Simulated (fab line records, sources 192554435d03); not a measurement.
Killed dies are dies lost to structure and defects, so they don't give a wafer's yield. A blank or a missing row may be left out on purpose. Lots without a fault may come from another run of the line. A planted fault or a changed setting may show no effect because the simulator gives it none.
fab line records | flow n5_finfet
record lots=7 wafers=39
route steps=1938 shown BEOL_M6@1212 BEOL_M7@1329 BEOL_M15@1773 MIM_BOT_ETCH@1866
start_h: hours from the record's first day to the start of the lot's first wafer shown | wait_h: hours since the lot's step before | " the same as in the row above | L1.1+2: a row that stands for several wafers | - no value, or no start given | * or withheld: withheld | < > ~ a bound
route shown NAME@n: a module of which the file shows steps, and the number in the route of the first | usual: mean/standard deviation of fault-free wafers | same: alike in all rows | chamber/n: place in a boat | sites: the reading at each site | _std_site: their standard deviation | _edge_site: outer sites' mean less inner sites' | radius_mm: how far each site lies from the wafer's centre | mask NAME#n: copy n | behind: the tool/chamber that last shaped the wafer | hold: why the lot was held/for how many hours/how that ended | device: the transistor (n, p or np) that didn't switch | end of line: the same wafers' tests at the end of the route | a step without rows: its recipe alone | killed: dies lost to structure and defects at the first sort, not the wafer's yield | map: a wafer's dies, x killed, . not, _ none there
set.NAME: the setting as run; set.NAME@STEP: as run at that earlier step | model.NAME: the simulator's own value behind a step, which no gauge read
lots whose settings were changed on purpose; a table a step, a row a wafer
## steps
# step N5_BEOL_M6_ETCH_62
# recipe chemistry=N2/H2 target=SOC target_depth_a=1100 overetch_a=220 mask_material=SiARC temp_c=40 time_s=165 ion_energy_ev=200 pressure_mtorr=30 source_w=840 bias_w=150 n2_flow_sccm=200 h2_flow_sccm=200
# columns lot.wafer tool chamber start_h wait_h set.time_s model.SiARC_of_BEOL_M6_COAT_60.thk_nm model.BEOL_M6.cd_offset_nm
L074.1 rie_diel-03 0 193.00 0.0 218.6 26.6 1
L074.2 " 1 " " 218.6 26 0
L074.3 " 3 " " 165 28.2 0
L074.4 " 3 " " 218.6 26 1
L074.5 " 1 " " 165 28.2 -0.8
L074.6 " 0 " " 165 28.4 -0.2
L077.1 rie_diel-05 2 208.50 0.0 165 28.4 0.2
L077.5 " 2 " " 165 28.4 -0.2
L077.6 " 1 " " 165 28.6 -0.2
L081.1 rie_diel-05 1 236.49 0.0 98.49 31.2 -2.2
L081.2 " 2 " " 165 28.4 -0.2
L081.3 " 3 " " 165 28 -0.8
L081.4 " 0 " " 165 28.2 0.2
L081.5 " 2 " " 98.49 31 -2
L081.6 " 1 " " 98.49 31 -2.2
L083.1 rie_diel-05 2 245.46 0.0 115.7 30.4 -0.8
L083.2 " 1 " " 115.7 30.4 -1.8
L083.3 " 0 " " 165 28.2 0.2
L083.4 " 3 " " 165 28 -0.4
L083.5 " 0 " " 115.7 30.2 -0.8
L083.6 " 3 " " 165 28 0
L086.1 rie_diel-03 3 263.93 0.0 165 28.4 0
L086.2 " 2 " " 253.6 25 1.4
L086.3 " 0 " " 253.6 24.8 1.6
L086.4 " 1 " " 165 28.2 -0.8
L086.5 " 0 " " 165 28.4 -0.2
L086.6 " 1 " " 253.6 24.4 0.2
L094.1 rie_diel-01 2 312.26 0.0 165 28 0.6
L094.2 " 0 " " 259.3 24.8 2.2
L094.3 " 3 " " 259.3 24 2
L094.4 " 2 " " 165 28.2 0.2
L094.5 " 3 " " 165 28 0.2
L094.6 " 0 " " 259.3 24.8 1.8
L097.1 rie_diel-05 1 325.99 0.0 110.9 30.8 -1.4
L097.2 " 2 " " 110.9 30.6 -1.8
L097.3 " 3 " " 165 28 -0.4
L097.4 " 0 " " 165 28.2 0.6
L097.5 " 0 " " 165 28.4 0.2
L097.6 " 3 " " 110.9 30.2 -1.6
# step N5_BEOL_M6_STRIP_68
# recipe chemistry=N2/H2 temp_c=40 n2_flow_sccm=200 h2_flow_sccm=200 rf_frequency_hz=6e+07
# step N5_BEOL_M6_STRIP_67
# recipe chemistry=CF4 resist=SiARC power_w=300 bias_power_w=75 pressure_mtorr=50 cf4_flow_sccm=150 rf_frequency_hz=6e+07
# step N5_BEOL_M6_HM_OPEN_17
# recipe chemistry=Cl2/BCl3 target_depth_a=200 overetch_a=60 target=TiN mask_material=SOC ion_energy_ev=150 pressure_mtorr=10 icp_w=1000 bias_w=126 Cl2_flow_sccm=53.25 bcl3_flow_sccm=21.75 Ar_flow_sccm=25
# columns lot.wafer tool chamber start_h wait_h set.time_s@BEOL_M6_ETCH_62 model.etch.depth_nm model.BEOL_M6.cd_offset_nm
L074.1 rie_metal-01 0 193.18 0.0 218.6 14.97 1
L074.2 " 0 " " 218.6 14.75 0
L074.3 " 0 " " 165 19.87 0
L074.4 " 0 " " 218.6 14.89 0.8
L074.5 " 0 " " 165 19.9 -1
L074.6 " 0 " " 165 19.77 -0.2
L077.1 rie_metal-01 0 208.68 0.0 165 20.54 0
L077.5 " 0 " " 165 20.47 -0.2
L077.6 " 1 " " 165 20.64 0
L081.1 rie_metal-03 0 236.68 0.0 98.49 19.91 -2.2
L081.2 " 1 " " 165 20.15 -0.2
L081.3 " 1 " " 165 19.77 -1
L081.4 " 0 " " 165 19.93 0
L081.5 " 0 " " 98.49 19.88 -2
L081.6 " 1 " " 98.49 19.9 -2.2
L083.1 rie_metal-02 0 245.65 0.0 115.7 20.33 -0.8
L083.2 " 1 " " 115.7 20.05 -1.8
L083.3 " 1 " " 165 20.19 0.4
L083.4 " 0 " " 165 20.14 -0.4
L083.5 " 0 " " 115.7 20.03 -0.8
L083.6 " 1 " " 165 20.28 0.2
L086.1 rie_metal-01 1 264.11 0.0 165 20 0
L086.2 " 1 " " 253.6 11.38 1.4
L086.3 " 1 " " 253.6 11.99 1.8
L086.4 " 1 " " 165 20.08 -0.6
L086.5 " 1 " " 165 20.03 -0.2
L086.6 " 1 " " 253.6 11.51 0.2
L094.1 rie_metal-02 0 312.44 0.0 165 20.38 0.4
L094.2 " 1 " " 259.3 11.1 2.2
L094.3 " 1 " " 259.3 10.47 2
L094.4 " 0 " " 165 19.96 0.2
L094.5 " 1 " " 165 20.06 0.2
L094.6 " 0 " " 259.3 11.04 1.8
L097.1 rie_metal-01 0 326.18 0.0 110.9 19.46 -1.2
L097.2 " 1 " " 110.9 19.42 -1.6
L097.3 " 0 " " 165 19.6 0
L097.4 " 1 " " 165 19.72 0.6
L097.5 " 0 " " 165 19.55 0.6
L097.6 " 1 " " 110.9 19.73 -1.6
# step N5_BEOL_M6_STRIP_19
# recipe chemistry=O2 power_w=400 temp_c=40 pressure_mtorr=30 rf_frequency_hz=6e+07 bias_power_w=0 overash_fraction=0.2 o2_flow_sccm=225
# step N5_BEOL_M6_CD_MEAS_18
# recipe pitch_nm=80 target_cd_nm=40
# usual cd_nm=39.8/0.54
# columns lot.wafer tool chamber start_h wait_h set.time_s@BEOL_M6_ETCH_62 cd_nm
L074.1 cd_sem-01 - 193.56 0.0 218.6 41.0
L074.2 " - " " 218.6 40.1
L074.3 " - " " 165 40.0
L074.4 " - " " 218.6 41.0
L074.5 " - " " 165 38.7
L074.6 " - " " 165 39.6
L077.1 cd_sem-03 - 208.90 0.0 165 39.9
L077.5 " - " " 165 39.8
L077.6 " - " " 165 40.2
L081.1 cd_sem-03 - 236.94 0.0 98.49 -
L081.2 " - " " 165 40.1
L081.3 " - " " 165 39.0
L081.4 " - " " 165 40.0
L081.5 " - " " 98.49 -
L081.6 " - " " 98.49 -
L083.1 cd_sem-03 - 245.85 0.0 115.7 -
L083.2 " - " " 115.7 -
L083.3 " - " " 165 40.7
L083.4 " - " " 165 39.5
L083.5 " - " " 115.7 -
L083.6 " - " " 165 40.3
L086.1 cd_sem-01 - 264.39 0.0 165 39.9
L086.2 " - " " 253.6 41.9
L086.3 " - " " 253.6 42.1
L086.4 " - " " 165 39.2
L086.5 " - " " 165 39.9
L086.6 " - " " 253.6 40.6
L094.1 cd_sem-02 - 312.62 0.0 165 40.4
L094.2 " - " " 259.3 42.7
L094.3 " - " " 259.3 42.4
L094.4 " - " " 165 40.2
L094.5 " - " " 165 40.4
L094.6 " - " " 259.3 42.4
L097.1 cd_sem-01 - 326.36 0.0 110.9 -
L097.2 " - " " 110.9 -
L097.3 " - " " 165 39.6
L097.4 " - " " 165 40.5
L097.5 " - " " 165 40.5
L097.6 " - " " 110.9 -
# step N5_BEOL_M6_COAT_63
# recipe resist=SOC temp_c=250 time_s=60 spin_rpm=1500 resist_thk_nm=60
# step N5_BEOL_M6_COAT_64
# recipe resist=SiARC temp_c=220 time_s=60 spin_rpm=1500 resist_thk_nm=12
# step N5_BEOL_M6_ETCH_41
# recipe chemistry=CH3F/O2 target=SiCN target_depth_a=297 taper_deg=2 time_s=52 ion_energy_ev=120 mask_material=TiN pressure_mtorr=30 source_w=395 bias_w=75 Ar_flow_sccm=150 CH3F_flow_sccm=30 O2_flow_sccm=20
# step N5_BEOL_M6_STRIP_80
# recipe chemistry=N2/H2 time_s=10 power_w=450 temp_c=40 pressure_mtorr=20 rf_frequency_hz=6e+07 bias_power_w=7 n2_flow_sccm=200 h2_flow_sccm=200
# step N5_BEOL_M6_OCD_MEAS_38
# usual trench_depth_nm=93.9/2.1
# columns lot.wafer tool chamber start_h wait_h set.time_s@BEOL_M6_ETCH_62 trench_depth_nm
L074.1 ocd-01 - 196.24 - 218.6 96.0
L074.2 " - " " 218.6 90.7
L074.3 " - " " 165 92.3
L074.4 " - " " 218.6 92.1
L074.5 " - " " 165 91.5
L074.6 " - " " 165 96.3
L077.1 ocd-02 - 210.30 - 165 96.7
L077.5 " - " " 165 93.3
L077.6 " - " " 165 95.4
L081.1 ocd-02 - 241.05 - 98.49 -
L081.2 " - " " 165 98.0
L081.3 " - " " 165 91.8
L081.4 " - " " 165 95.8
L081.5 " - " " 98.49 -
L081.6 " - " " 98.49 -
L083.1 ocd-01 - 250.88 - 115.7 -
L083.2 " - " " 115.7 -
L083.3 " - " " 165 94.7
L083.4 " - " " 165 91.1
L083.5 " - " " 115.7 12.1
L083.6 " - " " 165 97.4
L086.1 ocd-02 - 265.68 - 165 95.1
L086.2 " - " " 253.6 92.0
L086.3 " - " " 253.6 91.7
L086.4 " - " " 165 93.7
L086.5 " - " " 165 96.0
L086.6 " - " " 253.6 92.0
L094.1 ocd-02 - 313.69 - 165 98.2
L094.2 " - " " 259.3 94.1
L094.3 " - " " 259.3 94.2
L094.4 " - " " 165 95.4
L094.5 " - " " 165 94.0
L094.6 " - " " 259.3 97.9
L097.1 ocd-02 - 329.43 - 110.9 -
L097.2 " - " " 110.9 -
L097.3 " - " " 165 92.2
L097.4 " - " " 165 94.8
L097.5 " - " " 165 92.8
L097.6 " - " " 110.9 0.0
# step N5_BEOL_M6_HM_STRIP_39
# recipe chemistry=peroxide_tin_strip material=TiN target_depth_a=250 temp_c=50 time_s=158
# step N5_BEOL_M6_SRD_40
# recipe time_s=30 temp_c=23 rinse_liquid=diw dry=ipa_marangoni
# step N5_BEOL_M6_PRECLEAN_42
# recipe chemistry=residue_remover time_s=60 temp_c=40
# step N5_BEOL_M6_SRD_43
# recipe time_s=30 temp_c=23 rinse_liquid=diw dry=ipa_marangoni
# step N5_BEOL_M6_CD_MEAS_35
# recipe target_cd_nm=40 target_cd_y_nm=28 polarity=opening
# usual cd_nm=39.8/0.54
# columns lot.wafer tool chamber start_h wait_h set.time_s@BEOL_M6_ETCH_62 cd_nm
L074.1 cd_sem-03 - 196.49 0.0 218.6 41.0
L074.2 " - " " 218.6 39.7
L074.3 " - " " 165 39.6
L074.4 " - " " 218.6 41.1
L074.5 " - " " 165 39.0
L074.6 " - " " 165 39.8
L077.1 cd_sem-02 - 210.46 0.0 165 39.7
L077.5 " - " " 165 39.9
L077.6 " - " " 165 39.8
L081.1 cd_sem-01 - 241.21 0.0 98.49 -
L081.2 " - " " 165 39.8
L081.3 " - " " 165 39.0
L081.4 " - " " 165 40.2
L081.5 " - " " 98.49 -
L081.6 " - " " 98.49 -
L083.1 cd_sem-01 - 251.03 0.0 115.7 -
L083.2 " - " " 115.7 -
L083.3 " - " " 165 40.3
L083.4 " - " " 165 39.5
L083.5 " - " " 115.7 -
L083.6 " - " " 165 40.1
L086.1 cd_sem-01 - 265.84 0.0 165 39.6
L086.2 " - " " 253.6 41.9
L086.3 " - " " 253.6 42.2
L086.4 " - " " 165 39.3
L086.5 " - " " 165 39.8
L086.6 " - " " 253.6 40.5
L094.1 cd_sem-01 - 313.85 0.0 165 40.5
L094.2 " - " " 259.3 42.7
L094.3 " - " " 259.3 42.2
L094.4 " - " " 165 39.9
L094.5 " - " " 165 40.0
L094.6 " - " " 259.3 42.0
L097.1 cd_sem-02 - 329.58 0.0 110.9 -
L097.2 " - " " 110.9 -
L097.3 " - " " 165 39.9
L097.4 " - " " 165 40.4
L097.5 " - " " 165 40.9
L097.6 " - " " 110.9 -
# step N5_BEOL_M7_DEP_56
# recipe material=SiCN target_thk_a=100 temp_c=withheld precursor=3MS/NH3 pressure_torr=3 rf_w=202 time_s=17.5
# columns lot.wafer tool chamber start_h wait_h set.time_s model.SiCN_of_BEOL_M7_DEP_56.thk_nm
L074.1 pecvd-02 0 208.08 0.0 17.5 9.8
L074.2+5+6 " 1,2,0 " " 21.81 12.6
L074.3+4 " 2,1 " " 17.5 10.2
L077.1+6 pecvd-04 2 222.70 0.0 17.5 9.8
L077.5 " 0 " " 17.5 10.2
L081.1 pecvd-02 0 254.63 0.0 27.65 15.4
L081.2+6 " 2,0 " " 17.5 10
L081.3+5 " 1,2 " " 27.65 15.6
L081.4 " 1 " " 17.5 10.2
L083.1+5 pecvd-02 0 264.69 0.0 17.5 9.8
L083.2+6 " 1,2 " " 22.05 12.8
L083.3 " 2 " " 22.05 12.6
L083.4 " 1 " " 17.5 10
L086.1 pecvd-02 0 276.66 0.0 17.5 9.8
L086.2+5+6 " 1,1,2 " " 11.05 6.4
L086.3+4 " 2,0 " " 17.5 10
L094.1 pecvd-02 0 323.65 0.0 17.5 9.8
L094.2+4+6 " 1,0,1 " " 23.11 13.2
L094.3+5 " 2 " " 17.5 10.2
L097.1 pecvd-01 0 341.77 0.0 17.5 10.2
L097.2 " 2 " " 17.5 9.8
L097.3+5 " 1 " " 27.1 15.4
L097.4 " 0 " " 17.5 10.4
L097.6 " 2 " " 27.1 15.6
# step N5_BEOL_M15_ILD_DEP_00
# recipe material=SiO2 target_thk_a=16293 temp_c=400 precursor=TEOS/O2 pressure_torr=6.5 rf_w=900 teos_flow_sccm=161.4 gas=O2 flow_sccm=2650 time_s=346.1
# columns lot.wafer tool chamber start_h wait_h set.target_thk_a model.SiO2_of_BEOL_M15_ILD_DEP_00.thk_nm
L074.1 pecvd-02 1 268.88 0.0 21380 2114
L074.2 " 2 " " 16293 1616
L074.3 " 0 " " 16293 1603
L074.4 " 2 " " 21380 2152
L074.5 " 0 " " 21380 2127
L074.6 " 1 " " 16293 1651
L077.1 pecvd-02 1 281.16 0.0 16293 1643
L077.5 " 2 " " 16293 1664
L077.6 " 1 " " 16293 1658
L081.1 pecvd-04 1 302.07 0.0 16293 1606
L081.2 " 0 " " 16293 1571
L081.3 " 2 " " 16293 1611
L081.4 " 0 " " 19400 1925
L081.5 " 1 " " 19400 1931
L081.6 " 2 " " 19400 1936
L083.1 pecvd-02 0 312.12 0.0 16293 1608
L083.2 " 1 " " 16293 1645
L083.3 " 2 " " 16293 1654
L083.4 " 0 " " 16293 1630
L083.5 " 1 " " 16293 1665
L083.6 " 2 " " 16293 1669
L086.1 pecvd-02 1 324.13 0.0 16293 1631
L086.2 " 0 " " 16293 1597
L086.3 " 2 " " 6876 707.8
L086.4 " 0 " " 16293 1641
L086.5 " 1 " " 6876 694.4
L086.6 " 2 " " 6876 718.8
L094.1 pecvd-02 1 375.39 0.0 7301 735
L094.2 " 0 " " 7301 711.8
L094.3 " 2 " " 7301 763.4
L094.4 " 1 " " 16293 1630
L094.5 " 0 " " 16293 1633
L094.6 " 2 " " 16293 1650
L097.1 pecvd-01 2 389.21 0.0 16293 1596
L097.2 " 1 " " 7735 761
L097.3 " 0 " " 16293 1604
L097.4 " 0 " " 16293 1621
L097.5 " 1 " " 7735 761.6
L097.6 " 2 " " 7735 735.4
# step N5_BEOL_M15_THK_MEAS_01
# recipe reads=SiO2_of_BEOL_M15_ILD_DEP_00
# usual M15_ILD_THK=1628/23
# columns lot.wafer tool chamber start_h wait_h set.target_thk_a@BEOL_M15_ILD_DEP_00 M15_ILD_THK[nm]
L074.1 film_metro-02 - 269.12 0.1 21380 2114
L074.2 " - " " 16293 1616
L074.3 " - " " 16293 1603
L074.4 " - " " 21380 2151
L074.5 " - " " 21380 2129
L074.6 " - " " 16293 1650
L077.1 film_metro-02 - 281.41 0.1 16293 1643
L077.5 " - " " 16293 1665
L077.6 " - " " 16293 1659
L081.1 film_metro-01 - 302.32 0.1 16293 1606
L081.2 " - " " 16293 1571
L081.3 " - " " 16293 1612
L081.4 " - " " 19400 1925
L081.5 " - " " 19400 1931
L081.6 " - " " 19400 1936
L083.1 film_metro-02 - 312.37 0.1 16293 1606
L083.2 " - " " 16293 1647
L083.3 " - " " 16293 1653
L083.4 " - " " 16293 1629
L083.5 " - " " 16293 1665
L083.6 " - " " 16293 1669
L086.1 film_metro-01 - 324.38 0.1 16293 1630
L086.2 " - " " 16293 1595
L086.3 " - " " 6876 707
L086.4 " - " " 16293 1642
L086.5 " - " " 6876 694
L086.6 " - " " 6876 719
L094.1 film_metro-02 - 375.64 0.1 7301 734
L094.2 " - " " 7301 712
L094.3 " - " " 7301 764
L094.4 " - " " 16293 1631
L094.5 " - " " 16293 1634
L094.6 " - " " 16293 1650
L097.1 film_metro-01 - 389.46 0.1 16293 1596
L097.2 " - " " 7735 760
L097.3 " - " " 16293 1604
L097.4 " - " " 16293 1621
L097.5 " - " " 7735 762
L097.6 " - " " 7735 736
# step N5_BEOL_M15_COAT_58
# recipe resist=BARC temp_c=205 time_s=60 spin_rpm=1500 resist_thk_nm=89
# step N5_BEOL_M15_COAT_04
# recipe spin_rpm=1704 resist_thk_nm=800
# step N5_BEOL_M15_DESCUM_15
# recipe chemistry=O2 time_s=7.9 source_power_w=50 bias_power_w=20 pressure_mtorr=20 rf_frequency_hz=2.712e+07 temp_c=40 o2_flow_sccm=225
# step N5_BEOL_M15_ETCH_59
# recipe chemistry=N2/H2 target=BARC target_depth_a=890 overetch_a=267 time_s=67.9 ion_energy_ev=200 pressure_mtorr=30 source_w=840 bias_w=150 n2_flow_sccm=200 h2_flow_sccm=200
# step N5_BEOL_M15_VIA_ETCH_16
# recipe chemistry=C4F8/O2/Ar target=SiO2 he_inner_torr=15 he_outer_torr=30 target_depth_a=17922 time_s=withheld ion_energy_ev=800 pressure_mtorr=20 source_w=1905 bias_w=2040 Ar_flow_sccm=400 C4F8_flow_sccm=16 O2_flow_sccm=12 ends=cleared
# columns lot.wafer tool chamber start_h wait_h set.target_thk_a@BEOL_M15_ILD_DEP_00 model.etch.depth_nm model.coat_of_BEOL_M15_COAT_04.thk_nm
L074.1 rie_diel-06 3 269.73 0.0 21380 2114 221.4
L074.2 " 2 " " 16293 1616 342.8
L074.3 " 1 " " 16293 1603 330
L074.4 " 0 " " 21380 2152 203.8
L074.5 " 2 " " 21380 2127 227.6
L074.6 " 3 " " 16293 1651 333.6
L077.1 rie_diel-06 1 282.09 0.0 16293 1643 320.2
L077.5 " 1 " " 16293 1664 315.8
L077.6 " 2 " " 16293 1658 336.2
L081.1 rie_diel-04 2 302.97 0.0 16293 1606 339.4
L081.2 " 3 " " 16293 1571 345.6
L081.3 " 0 " " 16293 1611 336.2
L081.4 " 1 " " 19400 1925 266.2
L081.5 " 0 " " 19400 1931 263
L081.6 " 3 " " 19400 1936 257.8
L083.1 rie_diel-02 2 313.27 0.0 16293 1608 329.4
L083.2 " 3 " " 16293 1645 327.6
L083.3 " 1 " " 16293 1654 329.2
L083.4 " 0 " " 16293 1630 334
L083.5 " 3 " " 16293 1665 323.4
L083.6 " 2 " " 16293 1669 318.2
L086.1 rie_diel-02 3 325.09 0.0 16293 1631 333
L086.2 " 1 " " 16293 1597 335.4
L086.3 " 2 " " 6876 707.7 545.2
L086.4 " 0 " " 16293 1641 329.2
L086.5 " 1 " " 6876 694.4 555.2
L086.6 " 0 " " 6876 718.8 547.2
L094.1 rie_diel-02 2 376.24 0.0 7301 735 540.4
L094.2 " 0 " " 7301 711.9 550.8
L094.3 " 3 " " 7301 763.5 537.8
L094.4 " 1 " " 16293 1630 330
L094.5 " 3 " " 16293 1633 328
L094.6 " 0 " " 16293 1650 327.8
L097.1 rie_diel-02 1 390.07 0.0 16293 1596 336
L097.2 " 0 " " 7735 760.9 532.8
L097.3 " 2 " " 16293 1604 328.6
L097.4 " 3 " " 16293 1621 330.2
L097.5 " 2 " " 7735 761.7 531.8
L097.6 " 3 " " 7735 735.5 541.4
# step N5_MIM_BOT_ETCH_ETCH_04
# recipe chemistry=CF4/O2 target=SiNx target_depth_a=260 time_s=13 ion_energy_ev=100 pressure_mtorr=40 source_w=535 bias_w=49 Ar_flow_sccm=100 cf4_flow_sccm=100 O2_flow_sccm=10
# columns lot.wafer tool chamber start_h wait_h set.time_s model.etch.depth_nm model.MIM_BOT_ETCH.cd_offset_nm
L074.1 rie_diel-03 3 281.84 0.0 10.81 21.88 0
L074.2 " 1 " " 10.81 21.23 0.2
L074.3 " 2 " " 10.81 20.86 0.2
L074.4 " 0 " " 13 24.96 0
L074.5 " 2 " " 13 25.23 0
L074.6 " 1 " " 13 25.62 0
L077.1 rie_diel-01 2 294.45 0.0 13 27.44 0
L077.5 " 2 " " 13 27.11 0.2
L077.6 " 0 " " 13 25.84 0.2
L081.1 rie_diel-01 3 312.54 0.0 13 27.77 0
L081.2 " 0 " " 13 25.93 0
L081.3 " 2 " " 13 27.12 0
L081.4 " 3 " " 13 27.73 0
L081.5 " 2 " " 13 27.21 0
L081.6 " 0 " " 13 25.88 0
L083.1 rie_diel-03 1 323.59 0.0 19.97 39.6 -0.6
L083.2 " 0 " " 13 25.04 0
L083.3 " 3 " " 13 26.78 0
L083.4 " 2 " " 13 25.17 0
L083.5 " 3 " " 19.97 40.93 -0.8
L083.6 " 2 " " 19.97 38.68 -0.6
L086.1 rie_diel-03 2 337.21 0.0 18 35.37 -0.4
L086.2 " 0 " " 13 25.11 0.2
L086.3 " 3 " " 13 26.55 -0.2
L086.4 " 1 " " 18 35.87 -0.4
L086.5 " 1 " " 18 35.88 -0.4
L086.6 " 0 " " 13 24.85 0
L094.1 rie_diel-01 0 384.40 0.0 13 25.78 0
L094.2 " 1 " " 13 26.15 0.2
L094.3 " 2 " " 17.89 36.68 -0.4
L094.4 " 3 " " 17.89 37.47 -0.4
L094.5 " 0 " " 13 25.82 0
L094.6 " 1 " " 17.89 35.72 -0.4
L097.1 rie_diel-03 1 403.08 0.0 13 25.68 0
L097.2 " 0 " " 20.06 39.56 -0.6
L097.3 " 3 " " 20.06 41.08 -0.8
L097.4 " 0 " " 13 25.5 -0.2
L097.5 " 3 " " 13 26.89 0
L097.6 " 1 " " 20.06 39.99 -0.6
## key
split step=N5_BEOL_M6_ETCH_62 setting=time_s stated=165 by=wafer
response step=N5_BEOL_M6_ETCH_62 reading=model.SiARC_of_BEOL_M6_COAT_60.thk_nm change=-0.0669 per=1% r=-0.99
response step=N5_BEOL_M6_ETCH_62 reading=model.BEOL_M6.cd_offset_nm change=+0.034 per=1% r=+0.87
response step=N5_BEOL_M6_HM_OPEN_17 reading=model.etch.depth_nm shape=bent at_lowest=19.9 at_stated=20.05 at_highest=10.87
response step=N5_BEOL_M6_HM_OPEN_17 reading=model.BEOL_M6.cd_offset_nm change=+0.0346 per=1% r=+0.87
response step=N5_BEOL_M6_CD_MEAS_18 reading=cd_nm change=+0.0371 per=1% r=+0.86
response step=N5_BEOL_M6_OCD_MEAS_38 reading=trench_depth_nm shape=bent at_lowest=0.0 at_stated=94.6 at_highest=95.4
response step=N5_BEOL_M6_CD_MEAS_35 reading=cd_nm change=+0.0371 per=1% r=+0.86
split step=N5_BEOL_M7_DEP_56 setting=time_s stated=17.5 by=wafer
response step=N5_BEOL_M7_DEP_56 reading=model.SiCN_of_BEOL_M7_DEP_56.thk_nm change=+0.0973 per=1% r=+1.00
split step=N5_BEOL_M15_ILD_DEP_00 setting=target_thk_a stated=16293 by=wafer
response step=N5_BEOL_M15_ILD_DEP_00 reading=model.SiO2_of_BEOL_M15_ILD_DEP_00.thk_nm change=+16.2 per=1% r=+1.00
response step=N5_BEOL_M15_THK_MEAS_01 reading=M15_ILD_THK change=+16.2 per=1% r=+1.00
response step=N5_BEOL_M15_VIA_ETCH_16 reading=model.etch.depth_nm change=+16.2 per=1% r=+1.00
response step=N5_BEOL_M15_VIA_ETCH_16 reading=model.coat_of_BEOL_M15_COAT_04.thk_nm change=-3.84 per=1% r=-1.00
split step=N5_MIM_BOT_ETCH_ETCH_04 setting=time_s stated=13 by=wafer
response step=N5_MIM_BOT_ETCH_ETCH_04 reading=model.etch.depth_nm change=+0.265 per=1% r=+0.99
response step=N5_MIM_BOT_ETCH_ETCH_04 reading=model.MIM_BOT_ETCH.cd_offset_nm change=-0.0115 per=1% r=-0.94
